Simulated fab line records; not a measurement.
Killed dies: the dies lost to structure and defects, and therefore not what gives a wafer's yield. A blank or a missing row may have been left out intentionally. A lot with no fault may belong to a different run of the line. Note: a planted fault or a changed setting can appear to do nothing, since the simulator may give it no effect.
fab line records | flow n5-finfet
record: lots: 4 | wafers: 12 | last-day: 17
route steps=1938 shown BEOL_M4@1037 PASSIVATION@1936
lots untouched by any fault: they come from a run of this same line in which no faults occurred
start-h: hours from the record's first day to the start of the lot's first wafer shown | wait-h: hours elapsed since this lot's preceding step | " the same as in the row above | L1.1+2: a single row standing in for several wafers | - no value, or no start was given | * or withheld: withheld | < > ~ a bound
route shown NAME@n: a module of which the file shows steps, and the number in the route of the first | usual: the fault-free wafers' mean and standard deviation | same: alike in all rows | chamber/n: place in a boat | sites: readings site by site | _std_site: standard deviation of those values | _edge_site: the outer-site mean with the inner-site mean subtracted | radius-mm: how far each site lies from the wafer's centre | mask NAME#n: copy n | behind: tool/chamber where the wafer was last shaped | hold: what put the lot on hold/how long, in hours/how the hold closed | device: the n, p or np transistor that did not switch | end of line: tests run on the same wafers once the route is complete | a step with no rows: only its recipe | killed: dies lost to structure and defects at the first sort, not the wafer's yield | map: a wafer's dies, x killed, . not, _ none there
set.NAME: the setting that was run; set.NAME@STEP: the one run at that earlier step | model.NAME: the simulator's own value behind a step, which no gauge read
lots seen at some steps along the route; tables by step, rows by wafer
services: from which hour (start-h, from the record's first day; less than 0 if before it) a tool's chamber was out of use, for how many hours, and why
== steps ==
step: N5_BEOL_M4_DESCUM_16
recipe: chemistry: O2 | time-s: 7 | source-power-w: 50 | bias-power-w: 20 | pressure-mtorr: 20 | rf-frequency-hz: 2.712e+07 | temp-c: 40 | resist: CAR-EUV | o2-flow-sccm: 225
step: N5_BEOL_M4_ETCH_74
recipe: chemistry: N2/H2 | target: underlayer | target-depth-a: 65 | mask-material: CAR-EUV | time-s: 5.2 | ion-energy-ev: 200 | pressure-mtorr: 30 | source-w: 840 | bias-w: 150 | n2-flow-sccm: 200 | h2-flow-sccm: 200 | ends: cleared
step: N5_BEOL_M4_ETCH_63
recipe: chemistry: CF4 | target: SiARC | target-depth-a: 156 | mask-material: CAR-EUV | time-s: 26 | ion-energy-ev: 80 | pressure-mtorr: 40 | source-w: 545 | bias-w: 36 | Ar_flow_sccm: 100 | cf4-flow-sccm: 100 | ends: cleared
step: N5_BEOL_M4_ETCH_64
recipe: chemistry: N2/H2 | target: SOC | target-depth-a: 750 | overetch-a: 225 | mask-material: SiARC | temp-c: 40 | time-s: 121.9 | ion-energy-ev: 200 | pressure-mtorr: 30 | source-w: 840 | bias-w: 150 | n2-flow-sccm: 200 | h2-flow-sccm: 200
step: N5_BEOL_M4_STRIP_65
recipe: chemistry: N2/H2 | temp-c: 40 | n2-flow-sccm: 200 | h2-flow-sccm: 200 | rf-frequency-hz: 6e+07
step: N5_BEOL_M4_STRIP_75
recipe: chemistry: N2/H2 | temp-c: 40 | n2-flow-sccm: 200 | h2-flow-sccm: 200 | rf-frequency-hz: 6e+07
step: N5_BEOL_M4_STRIP_66
recipe: chemistry: CF4 | resist: SiARC | power-w: 300 | bias-power-w: 75 | pressure-mtorr: 50 | cf4-flow-sccm: 150 | rf-frequency-hz: 6e+07
step: N5_BEOL_M4_HM_OPEN_17
recipe: chemistry: Cl2/BCl3 | target-depth-a: 200 | overetch-a: 60 | target: TiN | mask-material: SOC | ion-energy-ev: 150 | pressure-mtorr: 10 | icp-w: 1000 | bias-w: 126 | Cl2_flow_sccm: 53.25 | bcl3-flow-sccm: 21.75 | Ar_flow_sccm: 25
step: N5_BEOL_M4_STRIP_19
recipe: chemistry: O2 | power-w: 400 | temp-c: 40 | pressure-mtorr: 30 | rf-frequency-hz: 6e+07 | bias-power-w: 0 | overash-fraction: 0.2 | o2-flow-sccm: 225
step: N5_BEOL_M4_COAT_67
recipe: resist: SOC | temp-c: 250 | time-s: 60 | spin-rpm: 1500 | resist-thk-nm: 60
step: N5_BEOL_M4_COAT_68
recipe: resist: SiARC | temp-c: 220 | time-s: 60 | spin-rpm: 1500 | resist-thk-nm: 12
usual: plate-temp-C: 220.03/0.17 | spin-speed-rpm: 1500.1/0.8
lot.wafer | tool           | chamber | start-h | wait-h | plate-temp-C | spin-speed-rpm | model.SiARC_of_BEOL_M4_COAT_68.thk-nm
L478.1    | litho-track-03 | 0       | 194.09  | -      | 219.95       | 1829.5         | 10.8
L478.5    | "              | 0       | "       | "      | 220.21       | 1829.4         | 10.8
L478.6    | "              | 0       | "       | "      | 219.97       | 1828.6         | 10.8
L477.1    | litho-track-03 | 0       | 202.03  | -      | 219.86       | 1828.6         | 10.8
L477.4    | "              | 0       | "       | "      | 220.02       | 1828.5         | 10.8
L477.6    | "              | 0       | "       | "      | 219.81       | 1828.2         | 10.8
L491.1    | litho-track-05 | 0       | 278.74  | -      | 219.98       | 1500.9         | 12
L491.3    | "              | 0       | "       | "      | 219.97       | 1500.5         | 12
L491.4    | "              | 0       | "       | "      | 219.93       | 1500.4         | 12
L490.1    | litho-track-03 | 0       | 278.91  | -      | 219.98       | 1500.4         | 12
L490.2    | "              | 0       | "       | "      | 220.04       | 1501.9         | 12
L490.6    | "              | 0       | "       | "      | 219.96       | 1500.7         | 12
step: N5_BEOL_M4_COAT_76
recipe: resist: underlayer | temp-c: 205 | time-s: 60 | spin-rpm: 1500 | resist-thk-nm: 5
step: N5_BEOL_M4_COAT_22
recipe: resist: CAR-EUV | spin-rpm: 1500 | resist-thk-nm: 30
step: N5_BEOL_M4_EBR_24
recipe: solvent: PGMEA | ebr-width-mm: 1.5
step: N5_BEOL_M4_SOFTBAKE_23
recipe: temp-c: 110 | time-s: 60 | resist: CAR-EUV
step: N5_BEOL_M4_EXPOSE_25
recipe: mask-id: V3 | na: 0.33 | source-shape: quasar | sigma-inner: 0.2 | sigma-outer: 0.8 | polarization: unpolarized | defocus-nm: 5 | dose-mj: 63
step: N5_BEOL_M4_PEB_26
recipe: peb-temp-c: 100 | peb-time-s: 60 | resist: CAR-EUV
step: N5_BEOL_M4_DEVELOP_27
recipe: develop-time-s: 30 | developer: TMAH | resist: CAR-EUV | rinse-liquid: surfactant-rinse | dry: air-spin | dev-temp-c: 23
step: N5_BEOL_M4_DESCUM_33
recipe: chemistry: O2 | time-s: 7 | source-power-w: 50 | bias-power-w: 20 | pressure-mtorr: 20 | rf-frequency-hz: 2.712e+07 | temp-c: 40 | resist: CAR-EUV | o2-flow-sccm: 225
step: N5_BEOL_M4_ETCH_77
recipe: chemistry: N2/H2 | target: underlayer | target-depth-a: 65 | mask-material: CAR-EUV | time-s: 5.2 | ion-energy-ev: 200 | pressure-mtorr: 30 | source-w: 840 | bias-w: 150 | n2-flow-sccm: 200 | h2-flow-sccm: 200 | ends: cleared
step: N5_BEOL_M4_ETCH_69
recipe: chemistry: CF4 | target: SiARC | target-depth-a: 156 | mask-material: CAR-EUV | time-s: 26 | ion-energy-ev: 80 | pressure-mtorr: 40 | source-w: 545 | bias-w: 36 | Ar_flow_sccm: 100 | cf4-flow-sccm: 100 | ends: cleared
usual: drypump-motor-current-A: 5.8/0.44 | etch-rf-on-time-s: 26.0/0.88 | oes-product-au: 0.68/0.073 | rf-vpp-V: 184.3/1.3 | showerhead-plenum-p-Torr: 2.16/0.083 | throttle-valve-pct: 15.64/0.26
lot.wafer | tool        | chamber | start-h | wait-h | drypump-motor-current-A | etch-rf-on-time-s | oes-product-au | rf-hours-counter-h | rf-vpp-V | showerhead-plenum-p-Torr | throttle-valve-pct | model.etch.depth-nm | model.CAR-EUV_of_BEOL_M4_COAT_22.thk-nm
L478.1    | rie-diel-02 | 2       | 194.92  | 0.0    | 6.0                     | 22.2              | 0.68           | 141                | 185.0    | 2.24                     | 15.54              | 10.88               | 12
L478.5    | "           | 2       | "       | "      | 6.0                     | 22.1              | 0.68           | -                  | 185.8    | 2.24                     | 15.55              | 10.85               | 12
L478.6    | "           | 1       | "       | "      | 6.2                     | 23.3              | 0.77           | -                  | 185.4    | 2.27                     | 15.26              | 10.87               | 12
L477.1    | rie-diel-03 | 3       | 202.63  | 0.0    | 5.4                     | 23.6              | 0.71           | 55                 | 185.9    | 2.25                     | 15.27              | 10.89               | 12
L477.4    | "           | 1       | "       | "      | 5.9                     | 24.2              | 0.71           | 65                 | 184.5    | 2.19                     | 15.91              | 10.89               | 12
L477.6    | "           | 1       | "       | "      | 5.9                     | 24.1              | 0.71           | -                  | 185.6    | 2.19                     | 15.94              | 10.85               | 12.2
L491.1    | rie-diel-02 | 2       | 279.32  | 0.0    | 6.0                     | 24.6              | 0.66           | 170                | 184.4    | 2.23                     | 15.61              | 12.03               | 11
L491.3    | "           | 1       | "       | "      | 6.2                     | 25.6              | 0.73           | 48                 | 185.4    | 2.26                     | 15.30              | 12.02               | 11.2
L491.4    | "           | 3       | "       | "      | 6.3                     | 26.2              | 0.71           | 77                 | 183.9    | 2.16                     | 15.58              | 12.03               | 11.2
L490.1    | rie-diel-02 | 3       | 279.50  | 0.0    | 6.3                     | 26.6              | 0.71           | 77                 | 186.4    | 2.16                     | 15.58              | 12.03               | 11
L490.2    | "           | 1       | "       | "      | 6.2                     | 26.0              | 0.72           | 48                 | 186.7    | 2.26                     | 15.31              | 12                  | 11
L490.6    | "           | 2       | "       | "      | 6.0                     | 24.6              | 0.66           | -                  | 185.2    | 2.23                     | 15.61              | 11.99               | 11.2
step: N5_BEOL_M4_ALD_98
recipe: material: SiO2 | target-thk-a: 25 | temp-c: 100 | ald-precursor-family: BDEAS | ald-co-reactant: O2-plasma | pulse-time-s: 1 | co-reactant-pulse-time-s: 1 | purge-time-s: 2 | co-reactant-purge-time-s: 2 | ald-cycles: 17 | pressure-torr: 2
step: N5_BEOL_M4_ETCHBACK_99
recipe: chemistry: CHF3 | target: SiO2 | target-depth-a: 50 | time-s: 10.4 | source-w: 215 | bias-w: 47 | Ar_flow_sccm: 200 | CHF3_flow_sccm: 12 | ion-energy-ev: 100 | pressure-mtorr: 30
usual: drypump-motor-current-A: 5.9/0.41 | oes-product-au: 0.79/0.078 | rf-vpp-V: 244/4.5 | showerhead-plenum-p-Torr: 2.18/0.092 | throttle-valve-pct: 17.09/0.22
lot.wafer | tool        | chamber | start-h | wait-h | drypump-motor-current-A | oes-product-au | rf-hours-counter-h | rf-vpp-V | showerhead-plenum-p-Torr | throttle-valve-pct | model.CAR-EUV_of_BEOL_M4_COAT_22.thk-nm
L478.1    | rie-diel-02 | 1       | 197.03  | 1.9    | 6.2                     | 0.90           | 17                 | 245      | 2.29                     | 16.77              | 11.2
L478.5    | "           | 0       | "       | "      | 6.4                     | 0.72           | -                  | 249      | 2.05                     | 17.26              | 11.2
L478.6    | "           | 1       | "       | "      | 6.2                     | 0.90           | -                  | 243      | 2.29                     | 16.76              | 11.2
L477.1    | rie-diel-02 | 2       | 202.85  | 0.1    | 6.0                     | 0.79           | 144                | 245      | 2.26                     | 17.06              | 11.2
L477.4    | "           | 1       | "       | "      | 6.2                     | 0.90           | -                  | 244      | 2.29                     | 16.76              | 11.2
L477.6    | "           | 2       | "       | "      | 6.0                     | 0.79           | -                  | 247      | 2.26                     | 17.06              | 11.4
L491.1    | rie-diel-02 | 1       | 283.13  | 3.6    | 6.2                     | 0.85           | 49                 | 243      | 2.28                     | 16.81              | 10.4
L491.3    | "           | 0       | "       | "      | 6.4                     | 0.69           | 225                | 249      | 2.04                     | 17.32              | 10.4
L491.4    | "           | 3       | "       | "      | 6.4                     | 0.83           | 78                 | 240      | 2.18                     | 17.10              | 10.4
L490.1    | rie-diel-03 | 3       | 283.25  | 3.6    | 5.4                     | 0.80           | 88                 | 250      | 2.25                     | 16.79              | 10.4
L490.2    | "           | 1       | "       | "      | 5.9                     | 0.78           | 98                 | 241      | 2.19                     | 17.45              | 10.2
L490.6    | "           | 1       | "       | "      | 5.9                     | 0.78           | -                  | 240      | 2.19                     | 17.45              | 10.4
step: N5_BEOL_M4_ETCH_70
recipe: chemistry: N2/H2 | target: SOC | target-depth-a: 800 | overetch-a: 240 | mask-material: SiARC | temp-c: 40 | time-s: 130 | ion-energy-ev: 200 | pressure-mtorr: 30 | source-w: 840 | bias-w: 150 | n2-flow-sccm: 200 | h2-flow-sccm: 200
usual: drypump-motor-current-A: 5.9/0.41 | oes-product-au: 0.58/0.055 | rf-vpp-V: 525/3.1 | showerhead-plenum-p-Torr: 2.57/0.11 | throttle-valve-pct: 17.83/0.21
lot.wafer | tool        | chamber | start-h | wait-h | drypump-motor-current-A | oes-product-au | rf-hours-counter-h | rf-vpp-V | showerhead-plenum-p-Torr | throttle-valve-pct | model.SiARC_of_BEOL_M4_COAT_68.thk-nm
L478.1    | rie-diel-02 | 1       | 197.07  | 0.0    | 6.2                     | 0.66           | 17                 | 529      | 2.72                     | 17.58              | 4.6
L478.5    | "           | 0       | "       | "      | 6.4                     | 0.52           | -                  | 521      | 2.43                     | 18.07              | 4.4
L478.6    | "           | 1       | "       | "      | 6.2                     | 0.66           | -                  | 528      | 2.72                     | 17.59              | 4.6
L477.1    | rie-diel-02 | 2       | 202.88  | 0.0    | 6.0                     | 0.56           | 144                | 526      | 2.65                     | 17.66              | 4.2
L477.4    | "           | 1       | "       | "      | 6.2                     | 0.66           | -                  | 529      | 2.72                     | 17.59              | 4.6
L477.6    | "           | 2       | "       | "      | 6.0                     | 0.57           | -                  | 528      | 2.65                     | 17.67              | 4
L491.1    | rie-diel-02 | 1       | 283.16  | 0.0    | 6.2                     | 0.63           | 49                 | 528      | 2.71                     | 17.65              | 5.8
L491.3    | "           | 0       | "       | "      | 6.4                     | 0.52           | 225                | 521      | 2.41                     | 18.12              | 5.8
L491.4    | "           | 3       | "       | "      | 6.3                     | 0.62           | 78                 | 525      | 2.59                     | 17.96              | 5.8
L490.1    | rie-diel-03 | 3       | 283.28  | 0.0    | 5.4                     | 0.59           | 88                 | 529      | 2.68                     | 17.63              | 5.6
L490.2    | "           | 1       | "       | "      | 5.9                     | 0.59           | 98                 | 526      | 2.55                     | 17.92              | 6.2
L490.6    | "           | 1       | "       | "      | 5.9                     | 0.59           | -                  | 525      | 2.55                     | 17.92              | 6.2
step: N5_BEOL_M4_STRIP_71
recipe: chemistry: N2/H2 | temp-c: 40 | n2-flow-sccm: 200 | h2-flow-sccm: 200 | rf-frequency-hz: 6e+07
step: N5_BEOL_M4_RC_MEAS_101
usual: DIBL_N: 36.3/1.9 | DIBL_P: 36.0/2.1 | IOFF_N: 0.16/0.031 | IOFF_P: 0.21/0.035 | ION_N: 675/14 | ION_P: 464/8.5 | SS_N: 71.5/0.6 | SS_P: 73.3/0.72 | VT_N: 250/3.2 | VT_P: -250/3.1
lot.wafer | tool      | chamber | start-h | wait-h | DIBL_N[mV/V] | DIBL_P[mV/V] | IOFF_N[nA/um] | IOFF_P[nA/um] | ION_N[uA/um] | ION_P[uA/um] | SS_N[mV/dec] | SS_P[mV/dec] | VT_N[mV] | VT_P[mV]
L478.1    | prober-01 | 0       | 202.07  | 0.0    | 35.2         | 33.3         | 0.12          | 0.19          | 659          | 456          | 70.8         | 72.1         | 254      | -252
L478.5    | "         | 0       | "       | "      | 32.8         | 31.5         | 0.10          | 0.16          | 649          | 459          | 70.4         | 72.3         | 258      | -250
L478.6    | "         | 0       | "       | "      | 33.5         | 32.0         | 0.10          | 0.17          | 651          | 460          | 71.2         | 72.0         | 256      | -251
L477.1    | prober-02 | 0       | 207.11  | 0.0    | 36.8         | 36.1         | 0.15          | 0.24          | 678          | 469          | 70.9         | 73.2         | 248      | -246
L477.4    | "         | 0       | "       | "      | 40.4         | 39.5         | 0.21          | 0.30          | 687          | 476          | 72.2         | 73.4         | 245      | -245
L477.6    | "         | 0       | "       | "      | 38.9         | 37.4         | 0.19          | 0.25          | 683          | 467          | 71.8         | 73.2         | 249      | -245
L491.1    | prober-02 | 0       | 287.96  | 0.0    | 37.7         | 37.4         | 0.16          | 0.23          | 674          | 466          | 72.3         | 74.0         | 249      | -251
L491.3    | "         | 0       | "       | "      | 37.1         | 36.2         | 0.15          | 0.22          | 668          | 462          | 71.5         | 72.7         | 251      | -248
L491.4    | "         | 0       | "       | "      | 36.4         | 35.2         | 0.14          | 0.20          | 658          | 456          | 72.2         | 72.9         | 252      | -251
L490.1    | prober-01 | 0       | 289.37  | 0.0    | 38.2         | 40.3         | 0.19          | 0.22          | 681          | 458          | 71.8         | 74.0         | 248      | -253
L490.2    | "         | 0       | "       | "      | 36.4         | 38.6         | 0.17          | 0.20          | 702          | 473          | 72.0         | 73.6         | 248      | -253
L490.6    | "         | 0       | "       | "      | 36.3         | 37.3         | 0.16          | 0.18          | 688          | 464          | 71.4         | 73.4         | 247      | -255
step: N5_PASSIVATION_PROBE_49
usual: defect-limited-yield: 91.0/1.5 | killed_at_M0_to_M3: 32/9.6 | killed_at_M4_up: 13/4.7 | killed-at-contacts: 13/7.2 | killed-at-front-end: 44/13 | killed-at-other: 4/3.4 | killed-dies: 106/18 | killed-open: 70/13 | killed-short: 35/8 | sort_bin_5_function: 5.3/0.97 | sort_bin_6_memory: 3.4/0.73 | sort_bin_8_speed: 0.00/0.036 | sort-n-pass: 1074/18 | sort-yield-pct: 91.0/1.5
same: gross-dies: 1180 | killed-at-back-side: 0 | sort_bin_4_leakage[%]: 0
lot.wafer | tool      | chamber | start-h | wait-h | defect-limited-yield[%] | killed_at_M0_to_M3 | killed_at_M4_up | killed-at-contacts | killed-at-front-end | killed-at-other | killed-dies | killed-open | killed-short | sort_bin_5_function[%] | sort_bin_6_memory[%] | sort_bin_8_speed[%] | sort-n-pass | sort-yield-pct[%]
L478.1    | prober-02 | -       | 278.60  | 0.0    | 92.9                    | 20                 | 11              | 11                 | 41                  | 1               | 84          | 58          | 26           | 4.8                    | 2.2                  | 0                   | 1096        | 92.9
L478.5    | prober-02 | -       | 278.80  | 0.2    | 90.5                    | 37                 | 10              | 15                 | 47                  | 3               | 112         | 83          | 29           | 5.3                    | 4.2                  | 0                   | 1068        | 90.5
L478.6    | prober-02 | -       | 278.85  | 0.3    | 92.1                    | 35                 | 3               | 10                 | 42                  | 3               | 93          | 64          | 29           | 5.0                    | 2.5                  | 0                   | 1087        | 92.1
L491.1    | prober-02 | -       | 392.67  | 0.0    | 89.2                    | 44                 | 15              | 15                 | 49                  | 4               | 127         | 81          | 44           | 6.9                    | 3.6                  | 0                   | 1053        | 89.2
L491.3    | prober-02 | -       | 392.77  | 0.1    | 90.4                    | 31                 | 9               | 10                 | 58                  | 5               | 113         | 56          | 56           | 5.3                    | 3.7                  | 0                   | 1067        | 90.4
L491.4    | prober-02 | -       | 392.82  | 0.2    | 90.8                    | 27                 | 16              | 4                  | 58                  | 4               | 109         | 75          | 29           | 5.2                    | 3.7                  | 0                   | 1071        | 90.8
killed by level:class
L478.1 MOL_CONTACT_COAG:geometric-particle:open=11 STI_FIN_REVEAL:geometric-particle:open=10 FIN_SAQP:geometric-particle:open=5 ILD0:geometric-particle:short=5 BEOL_M0:geometric-particle:open=5 BEOL_M0_SAQP:geometric-particle:short=4 DUMMY_GATE:geometric-particle:open=3 BEOL_M3:geometric-particle:open=3
L478.5 STI_FIN_REVEAL:geometric-particle:open=12 MOL_CONTACT_COAG:geometric-particle:open=12 FIN_SAQP:geometric-particle:open=8 BEOL_M0_SAQP:geometric-particle:short=7 STARTING-WAFER:geometric-particle:open=6 BEOL_M1:geometric-particle:open=6 BEOL_M2:geometric-particle:open=6 BEOL_M0_SAQP:geometric-particle:open=5
L478.6 FIN_SAQP:geometric-particle:open=14 BEOL_M1:geometric-particle:open=12 STI_FIN_REVEAL:geometric-particle:open=7 MOL_CONTACT_COAG:geometric-particle:open=7 BEOL_M2:geometric-particle:open=7 GATE_CUT:geometric-particle:short=4 BEOL_M0_SAQP:geometric-particle:short=4 BEOL_M0_SAQP:geometric-particle:open=3
L491.1 STI_FIN_REVEAL:geometric-particle:open=17 BEOL_M0_SAQP:geometric-particle:short=13 BEOL_M4:geometric-particle:open=12 MOL_CONTACT_COAG:geometric-particle:open=11 BEOL_M0_SAQP:geometric-particle:open=11 BEOL_M1:geometric-particle:open=10 FIN_SAQP:geometric-particle:short=6 STARTING-WAFER:geometric-particle:short=6
L491.3 FIN_SAQP:geometric-particle:short=23 STI_FIN_REVEAL:geometric-particle:open=11 BEOL_M0_SAQP:geometric-particle:short=11 FIN_SAQP:geometric-particle:open=8 MOL_CONTACT_COAG:geometric-particle:open=7 BEOL_M0_SAQP:geometric-particle:open=6 BEOL_M4:geometric-particle:open=5 BEOL_M1:geometric-particle:open=5
L491.4 STI_FIN_REVEAL:geometric-particle:open=18 FIN_SAQP:geometric-particle:short=11 FIN_SAQP:geometric-particle:open=10 BEOL_M0_SAQP:geometric-particle:open=7 BEOL_M3:geometric-particle:open=6 BEOL_M4:geometric-particle:open=6 BEOL_M0_SAQP:geometric-particle:short=5 BEOL_M2:geometric-particle:open=5
== services ==
tool           | chamber | start-h | hours | kind
rie-diel-02    | 3       | 179.16  | 26.0  | repair
rie-diel-03    | 0       | 229.05  | -     | clean
rie-diel-03    | 0       | 229.05  | -     | consumable-replace:focus-ring
rie-diel-03    | 0       | 229.05  | -     | consumable-replace:showerhead
rie-diel-03    | 0       | 229.05  | 21.1  | scheduled-down
rie-diel-03    | 0       | 229.05  | 21.1  | vent-cycle
rie-diel-03    | -       | 246.82  | 1.1   | repair
litho-track-03 | -       | 281.34  | -     | consumable-replace:filter
== key ==
first-sign: step: N5_BEOL_M4_COAT_68 | reading: spin-speed-rpm | direction: up | sigmas: 99+ | usual: * | struck: *
effect: step: N5_BEOL_M4_ETCH_69 | reading: etch-rf-on-time-s | direction: down | sigmas: 3.2 | usual: * | struck: *
model-effect: step: N5_BEOL_M4_COAT_68 | value: SiARC_of_BEOL_M4_COAT_68.thk-nm | without: 12 | struck: 10.8
model-effect: step: N5_BEOL_M4_ETCH_69 | value: etch.depth-nm | without: 12 | struck: 10.87
model-effect: step: N5_BEOL_M4_ETCHBACK_99 | value: CAR-EUV_of_BEOL_M4_COAT_22.thk-nm | without: 10.43 | struck: 11.23
model-effect: step: N5_BEOL_M4_ETCH_70 | value: SiARC_of_BEOL_M4_COAT_68.thk-nm | without: 5.433 | struck: 4.4
met-at N5_BEOL_M4_COAT_68
struck-wafers L477.1,L477.4,L477.6,L478.1,L478.5,L478.6
fault: kind: process-parameter-drift | tool: litho-track-03 | chamber: - | onset-h: 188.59 | steps: N5_BEOL_M4_COAT_68 | channel: spin-rpm | offset: * | shape: step | end-h: 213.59 | acts-in: * | stated: *
